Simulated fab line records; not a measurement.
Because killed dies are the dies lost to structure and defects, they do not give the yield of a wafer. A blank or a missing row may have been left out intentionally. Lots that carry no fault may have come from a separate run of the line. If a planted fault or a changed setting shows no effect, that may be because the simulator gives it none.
Chamber matching | flow n5Finfet | N5_BEOL_M14_CMP_49 on cmp-04 has 4 sister chambers
The step polishes, stops on SiO2, t overpolish 5.2 s, target thk 560 nm. 8 wafers are shown with their chamber, then 8 later ones without.

== WAFERS PAIRED WITH THEIR CHAMBERS ==
wafer  | chamber | motorCurrentA (A) | timeToEndpointS (s)
L074.1 | 1       | 8.9               | 116
L075.4 | 1       | 8.6               | 116
L076.4 | 3       | 8.7               | 118
L078.2 | 3       | 8.1               | 124
L081.2 | 2       | 6.9               | 125
L081.3 | 0       | 7.1               | 117
L081.5 | 0       | 7.4               | 116
L086.3 | 2       | 6.9               | 120

== WAFERS WITH NO CHAMBER GIVEN ==
wafer  | motorCurrentA (A) | timeToEndpointS (s)
L086.4 | 8.5               | 111
L086.6 | 7.0               | 112
L089.2 | 8.9               | 118
L089.4 | 8.7               | 118
L089.5 | 7.5               | 118
L087.2 | 8.6               | 118
L087.3 | 7.5               | 115
L087.4 | 7.1               | 127

== WHICH CHAMBER EACH WENT THROUGH ==
wafer  | from the rows above     | in truth
L086.4 | can't be placed: 1 or 3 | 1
L086.6 | can't be placed: 0 or 2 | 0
L089.2 | can't be placed: 1 or 3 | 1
L089.4 | can't be placed: 1 or 3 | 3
L089.5 | can't be placed: 0 or 2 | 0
L087.2 | can't be placed: 1 or 3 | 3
L087.3 | 0                       | 0
L087.4 | 2                       | 2
Correct placement for 2 of the 8. These rows do not allow placing 6 (true chamber among the candidates in 6). Wrongly placed: 0.
How it was worked out, from the rows above alone: a wafer's distance from a chamber is the root of the sum, over the readings, of the square of ((its reading less the chamber's mean) divided by the reading's scatter). If the next closest chamber is less than 2 further off than the closest, the wafer can't be placed; otherwise it belongs to the closest. For every chamber, the mean is computed from those of its wafers that are shown. The scatter is the square root of a quotient: the sum, over the shown wafers, of each reading's squared deviation from its chamber's mean, divided by wafers minus chambers.
